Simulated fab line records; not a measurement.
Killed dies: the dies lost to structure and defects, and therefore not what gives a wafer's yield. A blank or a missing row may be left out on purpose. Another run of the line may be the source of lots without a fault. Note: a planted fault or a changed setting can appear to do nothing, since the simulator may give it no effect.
fab line records	flow n5Finfet
[record] lots = 7	wafers = 21
route steps=1938 shown MOL_CONTACT_COAG@517 BEOL_M0_SAQP@695
startH: hours from the record's opening day to when the first of the lot's shown wafers began	waitH: how many hours have passed since the lot's step before this one	" identical to the entry in the row above	L1.1+2: several wafers, shown together as one row	- no value present, or no start provided	* or withheld: withheld	< > ~ a bound
route shown NAME@n: NAME is a module with steps in the file, n the number in the route of the first one	usual: mean and standard deviation over wafers with no fault	same: alike in all rows	chamber/n: place in a boat	sites: each site's reading	_std_site: how widely they spread, as a standard deviation	_edge_site: inner sites' mean taken away from outer sites' mean	radiusMm: for every site, how far away it sits from the centre of the wafer	mask NAME#n: copy n	behind: the most recent tool/chamber to have shaped the wafer	hold: why the lot went on hold/how many hours it stayed there/how the hold came to an end	device: transistor that didn't switch, given as n, p or np	end of line: the same wafers' tests at the end of the route	a step with no rows: only its recipe	killed: the dies lost at the first sort to structure and to defects; this is not the yield of the wafer	map: the dies of a wafer, with x for killed, . for not killed, _ for no die there
set.NAME: the setting that was run; set.NAME@STEP: the one run at that earlier step	model.NAME: the simulator's own value behind a step, which no gauge read
lots whose settings were changed on purpose; a table a step, a row a wafer
[[steps]]
[step N5_MOL_CONTACT_COAG_COAT_103]
[recipe] resist = SOC	tempC = 250	timeS = 60	spinRpm = 1500	resistThkNm = 80
lot.wafer	tool	chamber	startH	waitH	set.spinRpm	model.SOC_of_MOL_CONTACT_COAG_COAT_103.thkNm
L079.3	lithoTrack-02	0	119.77	0.0	1370	83.8
L079.4	"	0	"	"	1500	80.2
L079.6	"	0	"	"	1500	80
L085.1	lithoTrack-01	0	155.11	0.0	1500	80.2
L085.4	"	0	"	"	1630	77
L085.5	"	0	"	"	1630	76.8
L087.2	lithoTrack-02	0	164.34	0.0	1500	80.6
L087.3+5	"	0	"	"	1500	80.4
L089.3	lithoTrack-02	0	177.11	0.0	1500	80.4
L089.5+6	"	0	"	"	1500	80.2
L090.2	lithoTrack-01	0	182.61	0.0	1500	80
L090.5	"	0	"	"	1572	78.2
L090.6	"	0	"	"	1500	79.8
L094.1	lithoTrack-01	0	206.78	0.0	1500	80.2
L094.4	"	0	"	"	1363	84.2
L094.6	"	0	"	"	1500	80.4
L097.2	lithoTrack-04	0	223.69	0.0	1500	80
L097.3+6	"	0	"	"	1500	80.2
[step N5_MOL_CONTACT_COAG_COAT_104]
[recipe] resist = SiARC	tempC = 220	timeS = 60	spinRpm = 1500	resistThkNm = 12
[step N5_MOL_CONTACT_COAG_COAT_58]
[recipe] resist = underlayer	tempC = 205	timeS = 60	spinRpm = 1500	resistThkNm = 10
[step N5_MOL_CONTACT_COAG_ETCH_59]
[recipe] chemistry = N2/H2	target = underlayer	targetDepthA = 130	maskMaterial = CAR-EUV	timeS = 10.4	ionEnergyEv = 200	pressureMtorr = 30	sourceW = 840	biasW = 150	n2FlowSccm = 200	h2FlowSccm = 200	ends = cleared
[step N5_MOL_CONTACT_COAG_ETCH_105]
[recipe] chemistry = CF4	target = SiARC	targetDepthA = 156	maskMaterial = CAR-EUV	timeS = 26	ionEnergyEv = 80	pressureMtorr = 40	sourceW = 545	biasW = 36	Ar_flow_sccm = 100	cf4FlowSccm = 100	ends = cleared
[step N5_MOL_CONTACT_COAG_ETCH_106]
[recipe] chemistry = N2/H2	target = SOC	targetDepthA = 800	overetchA = 160	maskMaterial = SiARC	tempC = 40	timeS = 120	ionEnergyEv = 200	pressureMtorr = 30	sourceW = 840	biasW = 150	n2FlowSccm = 200	h2FlowSccm = 200
lot.wafer	tool	chamber	startH	waitH	set.spinRpm@MOL_CONTACT_COAG_COAT_103	model.etch.depthNm
L079.3	rieDiel-03	3	120.25	0.0	1370	83.79
L079.4	"	0	"	"	1500	80.11
L079.6	"	2	"	"	1500	80.1
L085.1	rieDiel-05	0	155.70	0.0	1500	80.16
L085.4	"	2	"	"	1630	76.94
L085.5	"	3	"	"	1630	76.86
L087.2	rieDiel-05	1	164.91	0.0	1500	80.55
L087.3	"	2	"	"	1500	80.43
L087.5	"	2	"	"	1500	80.33
L089.3	rieDiel-04	2	177.58	0.0	1500	80.35
L089.5	"	3	"	"	1500	80.22
L089.6	"	1	"	"	1500	80.2
L090.2	rieDiel-03	1	184.42	0.0	1500	80.03
L090.5	"	0	"	"	1572	78.16
L090.6	"	3	"	"	1500	79.8
L094.1	rieDiel-04	2	207.27	0.0	1500	80.18
L094.4	"	3	"	"	1363	84.18
L094.6	"	3	"	"	1500	80.31
L097.2	rieDiel-03	0	224.36	0.0	1500	79.91
L097.3+6	"	1,3	"	"	1500	80.18
[step N5_MOL_CONTACT_COAG_STRIP_107]
[recipe] chemistry = N2/H2	tempC = 40	n2FlowSccm = 200	h2FlowSccm = 200	rfFrequencyHz = 6e+07
[step N5_MOL_CONTACT_COAG_STRIP_108]
[recipe] chemistry = N2/H2	tempC = 40	n2FlowSccm = 200	h2FlowSccm = 200	rfFrequencyHz = 6e+07
[step N5_MOL_CONTACT_COAG_CONTACT_ETCH_14]
[recipe] chemistry = C4F6/O2	target = SiO2	targetDepthA = 275	overetchA = 85	maskMaterial = SOC	pressureMtorr = 30	sourceW = 370	biasW = 185	Ar_flow_sccm = 300	C4F6_flow_sccm = 16	O2_flow_sccm = 10	timeS = 20	ionEnergyEv = 259.6
[step N5_MOL_CONTACT_COAG_STRIP_109]
[recipe] chemistry = C4F6/O2	resist = SiARC	rfFrequencyHz = 6e+07
[step N5_MOL_CONTACT_COAG_ETCH_15]
[recipe] chemistry = CH3F/O2	target = SiNx	targetDepthA = 70	maskMaterial = SOC	stopOn = Si:P	overEtchFrac = 0.75	ionEnergyEv = 120	pressureMtorr = 30	sourceW = 395	biasW = 73	Ar_flow_sccm = 150	CH3F_flow_sccm = 30	O2_flow_sccm = 20
lot.wafer	tool	chamber	startH	waitH	set.spinRpm@MOL_CONTACT_COAG_COAT_103	model.SOC_of_MOL_CONTACT_COAG_COAT_103.thkNm
L079.3	rieDiel-03	3	120.38	0.0	1370	79
L079.4+6	"	0,2	"	"	1500	75.4
L085.1	rieDiel-05	0	155.84	0.0	1500	75.4
L085.4+5	"	2,3	"	"	1630	72.2
L087.2	rieDiel-05	1	165.04	0.0	1500	76
L087.3+5	"	2	"	"	1500	75.6
L089.3+5	rieDiel-04	2,3	177.72	0.0	1500	75.6
L089.6	"	1	"	"	1500	75.4
L090.2	rieDiel-03	1	184.55	0.0	1500	75.2
L090.5	"	0	"	"	1572	73.4
L090.6	"	3	"	"	1500	75
L094.1+6	rieDiel-04	2,3	207.40	0.0	1500	75.4
L094.4	"	3	"	"	1363	79.2
L097.2	rieDiel-03	0	224.50	0.0	1500	75
L097.3+6	"	1,3	"	"	1500	75.4
[step N5_MOL_CONTACT_COAG_CMP_23]
[recipe] stopOn = SiO2	tOverpolishS = 1.5	postCmpClean = cuAlkaline	downForcePsi = 2	platenRpm = 50.289	padVelocityMS = 1.0006	targetThkNm = 0
lot.wafer	tool	chamber	startH	waitH	set.downForcePsi	model.SiNx_of_GATE_CUT_SAC_CAP_01.thkNm
L079.4+6	cmp-04	2	128.28	0.0	2	18.2
L079.3	"	1	"	"	2.316	17.6
L085.4+1+5	cmp-04	0,1,3	163.90	0.1	2	18.2
L087.2+5	cmp-03	3,1	171.39	0.2	2	18.2
L087.3	"	0	"	"	2	18.4
L089.3	cmp-03	3	182.88	0.1	2.387	17.8
L089.5	"	1	"	"	2	18.4
L089.6	"	2	"	"	2	18.2
L090.2	cmp-03	0	189.97	0.0	2	18.4
L090.6+5	"	0,1	"	"	2	18.2
L094.4+1+6	cmp-01	1,0,2	212.66	0.0	2	18.2
L097.2	cmp-03	2	232.17	0.1	2	18.4
L097.3	"	3	"	"	2	18.2
L097.6	"	2	"	"	1.725	18.6
[step N5_MOL_CONTACT_COAG_WET_ETCH_26]
[recipe] target = Co	targetDepthNm = 13
lot.wafer	tool	chamber	startH	waitH	set.downForcePsi@MOL_CONTACT_COAG_CMP_23	model.SiNx_of_GATE_CUT_SAC_CAP_01.thkNm
L079.3	wetBench-02	3	128.63	0.0	2.316	17.6
L079.4+6	"	5,6	"	"	2	18.2
L085.1+4+5	wetBench-06	3,6,5	164.17	0.0	2	18.2
L087.2+5	wetBench-03	0,2	171.69	0.0	2	18.2
L087.3	"	5	"	"	2	18.4
L089.3	wetBench-03	3	183.16	0.0	2.387	17.8
L089.5	"	5	"	"	2	18.4
L089.6	"	7	"	"	2	18.2
L090.2+6	wetBench-03	1,7	190.32	0.0	2	18.2
L090.5	"	6	"	"	2	18
L094.1+4	wetBench-03	1,4	213.01	0.0	2	18
L094.6	"	6	"	"	2	18.2
L097.2+3	wetBench-02	6,3	232.48	0.0	2	18.2
L097.6	"	1	"	"	1.725	18.4
[step N5_MOL_CONTACT_COAG_WET_ETCH_116]
[recipe] chemistry = SC1-inhibited	targetDepthNm = 4.6	dry = ipaMarangoni	rinseTimeS = 30	rinseTempC = 23
[step N5_MOL_CONTACT_COAG_ALD_27]
[recipe] material = SiOC	targetThkA = 170	tempC = 400	aldPrecursorFamily = carbosiloxane	aldCoReactant = H2-plasma	pulseTimeS = 1.5	timeS = 2720	purgeTimeS = 2	coReactantPurgeTimeS = 2	aldCycles = 340	pressureTorr = 2
[step N5_MOL_CONTACT_COAG_CMP_28]
[recipe] stopOn = SiNx	tOverpolishS = 0.85	postCmpClean = alkalineBrush	downForcePsi = 4.15	platenRpm = 51.8	padVelocityMS = 1.0307	targetThkNm = 14.522
[step N5_MOL_CONTACT_COAG_THK_MEAS_29]
[recipe] reads = SiNx_of_GATE_CUT_PECVD_57+SiNx_of_GATE_CUT_SAC_CAP_01
[usual] MD_CAP_THK = 17.90/0.077
lot.wafer	tool	chamber	startH	waitH	set.downForcePsi@MOL_CONTACT_COAG_CMP_23	MD_CAP_THK[nm]
L079.3	filmMetro-01	-	130.96	-	2.316	17.29
L079.4	"	-	"	"	2	17.85
L079.6	"	-	"	"	2	17.84
L085.1	filmMetro-02	-	166.59	-	2	17.86
L085.4	"	-	"	"	2	17.93
L085.5	"	-	"	"	2	17.86
L087.2	filmMetro-02	-	174.32	-	2	17.85
L087.3	"	-	"	"	2	18.00
L087.5	"	-	"	"	2	17.97
L089.3	filmMetro-01	-	185.49	-	2.387	17.48
L089.5	"	-	"	"	2	18.10
L089.6	"	-	"	"	2	17.90
L090.2	filmMetro-01	-	192.70	-	2	18.03
L090.5	"	-	"	"	2	17.75
L090.6	"	-	"	"	2	17.79
L094.1	filmMetro-01	-	215.34	-	2	17.80
L094.4	"	-	"	"	2	17.84
L094.6	"	-	"	"	2	17.88
L097.2	filmMetro-01	-	234.91	-	2	17.99
L097.3	"	-	"	"	2	17.93
L097.6	"	-	"	"	1.725	18.19
[step N5_MOL_CONTACT_COAG_ALD_123]
[recipe] material = SiNx	targetThkA = 50	tempC = 400	aldPrecursorFamily = SiH2I2	aldCoReactant = N2/H2-plasma	pulseTimeS = 1	purgeTimeS = 2	coReactantPurgeTimeS = 2	aldCycles = 100	pressureTorr = 2
[step N5_MOL_CONTACT_COAG_PECVD_31]
[recipe] material = SiO2	targetThkA = 460	tempC = 400	precursor = TEOS/O2	pressureTorr = 6.5	rfW = withheld	teosFlowSccm = withheld	gas = O2	flowSccm = 2650	timeS = 8.9
[step N5_MOL_CONTACT_COAG_VIA_ETCH_46]
[recipe] chemistry = C4F6/O2	targetDepthA = 460	overetchA = 92	maskMaterial = SOC	target = SiO2	biasW = 455	pressureMtorr = 10	timeS = 40	sourceW = 325	Ar_flow_sccm = 300	C4F6_flow_sccm = 10	O2_flow_sccm = 10	ionEnergyEv = 575.3	ends = endPoint
[step N5_MOL_CONTACT_COAG_STRIP_96]
[recipe] chemistry = N2/H2	powerW = 500	tempC = 40	pressureMtorr = 50	rfFrequencyHz = 6e+07	overashFraction = 0.3	biasPowerW = 28	h2Frac = 0.5	n2FlowSccm = 300	h2FlowSccm = 300
[step N5_MOL_CONTACT_COAG_ETCH_47]
[recipe] chemistry = CH3F/O2	target = SiNx	targetDepthA = 270	maskMaterial = SiO2	stopOn = W	overEtchFrac = 0.2	ionEnergyEv = 120	endpoint = OES-CN	pressureMtorr = 30	sourceW = 395	biasW = 73	Ar_flow_sccm = 150	CH3F_flow_sccm = 30	O2_flow_sccm = 20	ends = endPoint
lot.wafer	tool	chamber	startH	waitH	set.downForcePsi@MOL_CONTACT_COAG_CMP_23	model.etch.depthNm
L079.3	rieDiel-03	0	133.15	0.0	2.316	17.34
L079.4	"	3	"	"	2	17.87
L079.6	"	2	"	"	2	17.82
L085.1+5	rieDiel-04	0,1	168.17	0.0	2	17.82
L085.4	"	3	"	"	2	17.94
L087.2	rieDiel-03	2	176.14	0.0	2	17.82
L087.3	"	0	"	"	2	18.02
L087.5	"	0	"	"	2	17.95
L089.3	rieDiel-03	3	188.53	0.0	2.387	17.49
L089.5	"	3	"	"	2	18.08
L089.6	"	2	"	"	2	17.87
L090.2	rieDiel-05	2	194.78	0.0	2	17.99
L090.5	"	3	"	"	2	17.78
L090.6	"	2	"	"	2	17.83
L094.1	rieDiel-04	2	217.64	0.0	2	17.8
L094.4	"	1	"	"	2	17.79
L094.6	"	1	"	"	2	17.89
L097.2	rieDiel-04	2	236.76	0.0	2	17.99
L097.3	"	0	"	"	2	17.91
L097.6	"	2	"	"	1.725	18.17
[step N5_MOL_CONTACT_COAG_EXPOSE_37]
[recipe] maskId = VD	na = 0.33	sourceShape = annular	sigmaInner = 0.3	sigmaOuter = 0.7	polarization = unpolarized	defocusNm = 0	doseMj = 62
lot.wafer	tool	chamber	startH	waitH	mask	set.doseMj
L079.3+4	euvScanner-02	0	133.74	-	VD#0	62
L079.6	"	0	"	"	VD#0	59.69
L085.1+4	euvScanner-01	0	168.57	-	VD#0	62
L085.5	"	0	"	"	VD#0	64.29
L087.2+3+5	euvScanner-02	0	176.67	-	VD#0	62
L089.3	euvScanner-02	0	189.08	-	VD#0	62
L089.5+6	"	0	"	"	VD#0	57.54
L090.2+5	euvScanner-02	0	195.23	-	VD#0	62
L090.6	"	0	"	"	VD#0	58.01
L094.1	euvScanner-02	0	218.19	-	VD#0	62
L094.4+6	"	0	"	"	VD#0	57.49
L097.2+6	euvScanner-01	0	237.30	-	VD#0	59.92
L097.3	"	0	"	"	VD#0	62
[step N5_MOL_CONTACT_COAG_PEB_38]
[recipe] pebTempC = 100	pebTimeS = 60	resist = CAR-EUV
[step N5_MOL_CONTACT_COAG_DEVELOP_39]
[recipe] developTimeS = 30	developer = TMAH	resist = CAR-EUV	rinseLiquid = surfactantRinse	dry = airSpin	devTempC = 23
[step N5_MOL_CONTACT_COAG_CD_MEAS_40]
[recipe] targetCdNm = 25.1	landingEnergyEv = 500	detector = seInlens	polarity = opening
[usual] cdNm = 25.10/0.23
lot.wafer	tool	chamber	startH	waitH	set.doseMj@MOL_CONTACT_COAG_EXPOSE_37	cdNm
L079.3	cdSem-02	0	133.87	-	62	25.07
L079.4	"	0	"	"	62	25.18
L079.6	"	0	"	"	59.69	24.54
L085.1	cdSem-02	0	168.71	-	62	24.98
L085.4	"	0	"	"	62	24.87
L085.5	"	0	"	"	64.29	26.27
L087.2	cdSem-02	0	176.81	-	62	25.32
L087.3	"	0	"	"	62	25.07
L087.5	"	0	"	"	62	25.40
L089.3	cdSem-01	0	189.21	-	62	25.24
L089.5	"	0	"	"	57.54	23.44
L089.6	"	0	"	"	57.54	23.68
L090.2	cdSem-01	0	195.37	-	62	25.18
L090.5	"	0	"	"	62	25.32
L090.6	"	0	"	"	58.01	23.52
L094.1	cdSem-03	0	218.34	-	62	24.86
L094.4	"	0	"	"	57.49	23.75
L094.6	"	0	"	"	57.49	23.30
L097.2	cdSem-03	0	237.43	-	59.92	24.51
L097.3	"	0	"	"	62	25.15
L097.6	"	0	"	"	59.92	24.49
[step N5_MOL_CONTACT_COAG_ALD_133]
[recipe] material = SiO2	targetThkA = 50	tempC = 100	aldPrecursorFamily = BDEAS	aldCoReactant = O2-plasma	pulseTimeS = 1	coReactantPulseTimeS = 1	purgeTimeS = 2	coReactantPurgeTimeS = 2	aldCycles = 35	pressureTorr = 2
lot.wafer	tool	chamber	startH	waitH	set.aldCycles	model.SiO2_of_MOL_CONTACT_COAG_ALD_133.thkNm
L079.3	aldSin-04	3	134.39	0.1	35	5
L079.4+6	"	0,3	"	"	33	4.8
L085.1	aldSin-04	0	169.05	0.1	35	5
L085.4+5	"	2,0	"	"	40	5.8
L087.2+3+5	aldSin-02	1,3,1	177.06	0.1	35	5
L089.3	aldSin-04	3	189.53	0.1	37	5.4
L089.5	"	2	"	"	35	5
L089.6	"	1	"	"	37	5.2
L090.2+6	aldSin-03	1,2	195.62	0.1	32	4.6
L090.5	"	3	"	"	35	5
L094.1+6	aldSin-04	0	219.43	0.9	35	5
L094.4	"	3	"	"	31	4.4
L097.2+3+6	aldSin-03	0,1,2	237.70	0.1	35	5
[step N5_MOL_CONTACT_COAG_ETCHBACK_134]
[recipe] chemistry = CHF3	target = SiO2	targetDepthA = 100	timeS = 6.7	ionEnergyEv = 200	pressureMtorr = 30	sourceW = 610	biasW = 170	Ar_flow_sccm = 200	CHF3_flow_sccm = 50
[step N5_MOL_CONTACT_COAG_ETCH_67]
[recipe] chemistry = N2/H2	target = SOC	targetDepthA = 600	overetchA = 210	maskMaterial = SiARC	tempC = 40	timeS = 101.2	ionEnergyEv = 200	pressureMtorr = 30	sourceW = 840	biasW = 150	n2FlowSccm = 200	h2FlowSccm = 200
[step N5_MOL_CONTACT_COAG_PRECLEAN_138]
[recipe] chemistry = alkalineClean	tempC = 60	timeS = 60	doPpb = 50
[step N5_MOL_CONTACT_COAG_SRD_139]
[recipe] dry = ipaMarangoni	timeS = 30	tempC = 23	rinseLiquid = diw
[step N5_MOL_CONTACT_COAG_CD_MEAS_101]
[recipe] targetCdNm = 16
[usual] cdNm = 16.01/0.27
lot.wafer	tool	chamber	startH	waitH	set.doseMj@MOL_CONTACT_COAG_EXPOSE_37	cdNm
L079.3	cdSem-01	-	135.08	0.0	62	16.38
L079.4	"	-	"	"	62	15.67
L079.6	"	-	"	"	59.69	15.11
L085.1	cdSem-02	-	169.74	0.0	62	15.68
L085.4	"	-	"	"	62	16.20
L085.5	"	-	"	"	64.29	16.66
L087.2	cdSem-02	-	177.75	0.0	62	15.90
L087.3	"	-	"	"	62	15.66
L087.5	"	-	"	"	62	15.63
L089.3	cdSem-01	-	190.23	0.0	62	16.17
L089.5	"	-	"	"	57.54	15.05
L089.6	"	-	"	"	57.54	14.44
L090.2	cdSem-03	-	196.48	0.0	62	16.34
L090.5	"	-	"	"	62	16.43
L090.6	"	-	"	"	58.01	14.66
L094.1	cdSem-01	-	220.14	0.0	62	15.69
L094.4	"	-	"	"	57.49	14.56
L094.6	"	-	"	"	57.49	14.38
L097.2	cdSem-03	-	238.45	0.0	59.92	14.90
L097.3	"	-	"	"	62	16.15
L097.6	"	-	"	"	59.92	15.24
[step N5_BEOL_M0_SAQP_CUT_ETCH_46]
[recipe] chemistry = N2/H2	target = SOC	targetDepthA = 1350	overetchA = 270	tempC = 40	timeS = 202.5	ionEnergyEv = 200	maskMaterial = SiARC	pressureMtorr = 30	sourceW = 840	biasW = 150	n2FlowSccm = 200	h2FlowSccm = 200
[usual] rfVppV = 522.8/2.8
lot.wafer	tool	chamber	startH	waitH	set.sourceW	rfVppV	model.SiARC_of_BEOL_M0_SAQP_COAT_72.thkNm
L079.3	rieDiel-01	2	149.75	0.0	754	542.1	5.6
L079.4	"	3	"	"	754	542.5	5.6
L079.6	"	3	"	"	754	543.6	5.4
L085.1	rieDiel-02	1	183.94	0.0	840	520.8	4.8
L085.4	"	2	"	"	840	521.2	5
L085.5	"	2	"	"	840	521.4	5.2
L087.2	rieDiel-02	1	191.53	0.0	840	520.0	4.8
L087.3	"	0	"	"	840	529.2	4.8
L087.5	"	3	"	"	840	524.4	4.8
L089.3	rieDiel-06	2	202.75	0.0	840	518.6	5.2
L089.5	"	1	"	"	840	521.3	5
L089.6	"	2	"	"	840	521.0	5.2
L090.2	rieDiel-01	0	207.00	0.0	840	518.0	5
L090.5	"	3	"	"	892.9	512.7	4.6
L090.6	"	0	"	"	892.9	508.7	4.6
L094.1	rieDiel-01	1	230.14	0.0	840	526.0	4.8
L094.4	"	3	"	"	969.2	498.0	4
L094.6	"	1	"	"	840	525.4	4.8
L097.2	rieDiel-02	0	249.25	0.0	840	527.1	5
L097.3	"	2	"	"	770.7	536.0	5.6
L097.6	"	1	"	"	770.7	535.6	5.6
[[key]]
[split] step = N5_MOL_CONTACT_COAG_COAT_103	setting = spinRpm	stated = 1500	by = wafer
[response] step = N5_MOL_CONTACT_COAG_COAT_103	reading = model.SOC_of_MOL_CONTACT_COAG_COAT_103.thkNm	change = -0.407	per = 1%	r = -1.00
[response] step = N5_MOL_CONTACT_COAG_ETCH_106	reading = model.etch.depthNm	change = -0.407	per = 1%	r = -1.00
[response] step = N5_MOL_CONTACT_COAG_ETCH_15	reading = model.SOC_of_MOL_CONTACT_COAG_COAT_103.thkNm	change = -0.397	per = 1%	r = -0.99
[split] step = N5_MOL_CONTACT_COAG_CMP_23	setting = downForcePsi	stated = 2	by = wafer
[response] step = N5_MOL_CONTACT_COAG_CMP_23	reading = model.SiNx_of_GATE_CUT_SAC_CAP_01.thkNm	change = -0.0286	per = 1%	r = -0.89
[response] step = N5_MOL_CONTACT_COAG_WET_ETCH_26	reading = model.SiNx_of_GATE_CUT_SAC_CAP_01.thkNm	change = -0.0269	per = 1%	r = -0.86
[response] step = N5_MOL_CONTACT_COAG_THK_MEAS_29	reading = MD_CAP_THK	change = -0.0269	per = 1%	r = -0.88
[response] step = N5_MOL_CONTACT_COAG_ETCH_47	reading = model.etch.depthNm	change = -0.0252	per = 1%	r = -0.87
[split] step = N5_MOL_CONTACT_COAG_EXPOSE_37	setting = doseMj	stated = 62	by = wafer
[response] step = N5_MOL_CONTACT_COAG_CD_MEAS_40	reading = cdNm	change = +0.229	per = 1%	r = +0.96
[response] step = N5_MOL_CONTACT_COAG_CD_MEAS_101	reading = cdNm	change = +0.216	per = 1%	r = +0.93
[split] step = N5_MOL_CONTACT_COAG_ALD_133	setting = aldCycles	stated = 35	by = wafer
[response] step = N5_MOL_CONTACT_COAG_ALD_133	reading = model.SiO2_of_MOL_CONTACT_COAG_ALD_133.thkNm	change = +0.0519	per = 1%	r = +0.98
[split] step = N5_BEOL_M0_SAQP_CUT_ETCH_46	setting = sourceW	stated = 840	by = wafer
[response] step = N5_BEOL_M0_SAQP_CUT_ETCH_46	reading = rfVppV	change = -1.58	per = 1%	r = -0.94
[response] step = N5_BEOL_M0_SAQP_CUT_ETCH_46	reading = model.SiARC_of_BEOL_M0_SAQP_COAT_72.thkNm	change = -0.0574	per = 1%	r = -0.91
